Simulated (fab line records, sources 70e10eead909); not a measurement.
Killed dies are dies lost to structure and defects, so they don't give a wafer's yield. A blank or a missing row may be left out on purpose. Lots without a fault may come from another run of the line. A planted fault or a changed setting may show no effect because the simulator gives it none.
Chamber matching | flow nand_harc | NHARC_A_STAIRCASE_CMP_450 on cmp-04: 4 sister chambers
The step polishes SiO2, target thk 200 nm. 22 wafers are shown with their chamber, then 11 later ones without.

WAFERS WITH THEIR CHAMBER
wafer  | chamber | motor_current_A (A)
L078.1 | 0       | 10.8
L078.4 | 2       | 10.9
L078.6 | 1       | 13.2
L079.3 | 1       | 12.9
L079.4 | 2       | 11.3
L079.6 | 3       | 9.6
L081.1 | 1       | 12.8
L081.2 | 3       | 9.8
L081.4 | 0       | 11.1
L085.2 | 3       | 10.3
L085.3 | 2       | 10.8
L085.6 | 3       | 10.5
L088.1 | 2       | 11.3
L088.2 | 0       | 9.9
L088.4 | 3       | 10.0
L088.3 | 1       | 12.0
L088.5 | 3       | 9.7
L088.6 | 0       | 10.0
L092.4 | 3       | 9.2
L092.5 | 3       | 10.0
L092.6 | 2       | 10.5
L094.4 | 2       | 10.4

SIGNATURES (means of the wafers above)
reading         | chamber 0 | chamber 1 | chamber 2 | chamber 3 | scatter within a chamber
motor_current_A | 10.450    | 12.725    | 10.867    | 9.887     | 0.456
Rule: a wafer's distance from a chamber is the root of the sum, over the readings, of the square of ((its reading less the chamber's mean) divided by the reading's scatter). The wafer belongs to the nearest chamber; if the next one is less than 2 further off, it can't be placed. The scatter: the root of (the sum of the squares of (reading less its chamber's mean) over the shown wafers, divided by (wafers less chambers)).

WAFERS WITHOUT THEIR CHAMBER
wafer  | motor_current_A (A)
L094.5 | 10.9
L094.6 | 9.6
L094.1 | 13.2
L094.2 | 9.6
L094.3 | 10.5
L097.1 | 10.6
L097.4 | 9.4
L097.5 | 10.5
L097.2 | 11.1
L097.3 | 13.0
L097.6 | 13.2

WHICH CHAMBER EACH WENT THROUGH
wafer  | from the rows above          | in truth
L094.5 | can't be placed: 2 or 0      | 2
L094.6 | can't be placed: 3 or 0      | 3
L094.1 | 1                            | 1
L094.2 | can't be placed: 3 or 0      | 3
L094.3 | can't be placed: 0 or 2 or 3 | 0
L097.1 | can't be placed: 0 or 2 or 3 | 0
L097.4 | can't be placed: 3 or 0      | 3
L097.5 | can't be placed: 0 or 2 or 3 | 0
L097.2 | can't be placed: 2 or 0      | 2
L097.3 | 1                            | 1
L097.6 | 1                            | 1
Placed correctly: 3 of 11. Can't be placed from these rows: 8 (the true chamber is among the candidates in 8). Placed wrongly: 0.
